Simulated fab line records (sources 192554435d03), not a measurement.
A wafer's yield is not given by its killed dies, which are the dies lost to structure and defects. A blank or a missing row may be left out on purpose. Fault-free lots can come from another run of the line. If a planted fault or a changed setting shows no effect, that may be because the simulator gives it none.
Split-lot experiment    flow n5 finfet    21 wafers read from 7 lots, route of 1938 steps

THE SPLIT
At N5_BEOL_M11_COAT_59 (time 60 s, resist thk 100 nm), the setting spin rpm was moved away from the recipe's 1500 rpm on 7 of the 21 wafers read, by -8.3% to +10.7%. The other wafers ran this setting at the recipe's value.

FROM THE SPLIT TO THE READING: what the file shows between them, 7 steps
- N5_BEOL_M11_COAT_60: time 60 s, resist thk 30 nm
- N5_BEOL_M11_COAT_05: resist thk 90 nm
- N5_BEOL_M11_DESCUM_16: chemistry O2, time 7.9 s
- N5_BEOL_M11_ETCH_61: etches SiARC in CF4, target depth 39 nm, time 65 s
- N5_BEOL_M11_ETCH_62: etches SOC in N2/H2, target depth 110 nm, overetch 22 nm, time 165 s
- N5_BEOL_M11_STRIP_68: strips in N2/H2
- N5_BEOL_M11_STRIP_67: strips in CF4

THE READING
SOC_of_BEOL_M11_COAT_59.thk nm (the simulator's own value, which no gauge read), in nm, at N5_BEOL_M11_HM_OPEN_17 (chemistry Cl2/BCl3, target TiN, target depth 20 nm, overetch 6 nm). No usual value for it is given in the file. Average 92.1 nm, standard deviation 0.43 nm, over the 14 wafers here run with the recipe.

wafer   tool, chamber at the split  spin rpm as run, rpm  against the recipe  SOC_of_BEOL_M11_COAT_59.thk nm, nm  against lot-mates on the recipe
L078.1  litho track-02, 0           1435                  -4.3%               94.4                                +2.6
L078.4  litho track-02, 0           1435                  -4.3%               94                                  +2.2
L078.5  litho track-02, 0           1500                  recipe              91.8                                -
L079.1  litho track-04, 0           1500                  recipe              92.2                                -
L079.4  litho track-04, 0           1661                  +10.7%              86.8                                -5.4
L079.6  litho track-04, 0           1661                  +10.7%              87                                  -5.2
L082.2  litho track-04, 0           1565                  +4.3%               89.8                                -2.1
L082.5  litho track-04, 0           1500                  recipe              91.4                                -
L082.6  litho track-04, 0           1500                  recipe              92.4                                -
L084.3  litho track-02, 0           1500                  recipe              92.6                                -
L084.4  litho track-02, 0           1653                  +10.2%              87.4                                -5.0
L084.5  litho track-02, 0           1500                  recipe              92.2                                -
L088.3  litho track-02, 0           1500                  recipe              91.8                                -
L088.5  litho track-02, 0           1500                  recipe              91.4                                -
L088.6  litho track-02, 0           1500                  recipe              92                                  -
L089.2  litho track-02, 0           1500                  recipe              92.8                                -
L089.5  litho track-02, 0           1500                  recipe              92.8                                -
L089.6  litho track-02, 0           1500                  recipe              92.4                                -
L090.1  litho track-02, 0           1375                  -8.3%               96.2                                +4.1
L090.3  litho track-02, 0           1500                  recipe              92                                  -
L090.4  litho track-02, 0           1500                  recipe              92.2                                -

FIT RESULTS
A straight line over all 21 wafers: SOC_of_BEOL_M11_COAT_59.thk nm changes by -0.484 nm for each +1% of spin rpm; r = -0.99; the points scatter about the line by 0.38 nm.
The same after taking each lot's own level away (the mean of its wafers on the recipe; 21 wafers): -0.499 nm for each +1%; r = -1.00; scatter 0.24 nm.
That fit puts the effect of the largest move of spin rpm on the reading at 5.4 nm.
From 91.73 to 92.67 nm: that is the span of the lots' own levels, equal to 2.2 times the standard deviation above.
The two slopes are in agreement: the lot-to-lot level therefore moves the slope only a little.
Check: -5.29 nm against its lot-mates is what the line predicts for one of the wafers moved furthest among these (+10.7%) when that wafer is left out of the fit. Against them it came out at -5.4 nm.

OTHER SPLITS ON THESE WAFERS
Before the reading, these wafers also passed through other splits. Each is held against what the fit with the lots' levels taken away leaves over:
other split on the same wafers  wafers away from the commonest value  r with SOC_of_BEOL_M11_COAT_59.thk nm (lot level and that fit taken away)
N5_BEOL_M6_ETCH_66 bias w       8                                     +0.13
N5_BEOL_M7_VIA_ETCH_34 bias w   9                                     +0.25
N5_BEOL_M7_ETCH_41 source w     8                                     -0.11
N5_BEOL_M8_ETCH_65 source w     7                                     +0.21
N5_BEOL_M11_PECVD_70 temp c     9                                     -0.04

THE WHOLE CHAIN: every reading that the file lists as answering this split, in the file's order
step                    what it does                                                          reading                                                                          change (the file's fit)                r (the file's)
N5_BEOL_M11_COAT_59     time 60 s, resist thk 100 nm                                          SOC_of_BEOL_M11_COAT_59.thk nm (the simulator's own value, which no gauge read)  -0.482 nm for each +1% of the setting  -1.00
N5_BEOL_M11_ETCH_62     etches SOC in N2/H2, target depth 110 nm, overetch 22 nm, time 165 s  etch.depth nm (the simulator's own value, which no gauge read)                   -0.484 nm for each +1% of the setting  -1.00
N5_BEOL_M11_HM_OPEN_17  chemistry Cl2/BCl3, target TiN, target depth 20 nm, overetch 6 nm     SOC_of_BEOL_M11_COAT_59.thk nm (the simulator's own value, which no gauge read)  -0.495 nm for each +1% of the setting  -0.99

THE FILE'S OWN FIT
SOC_of_BEOL_M11_COAT_59.thk nm changes by -0.495 nm for each +1% of spin rpm, r = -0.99.
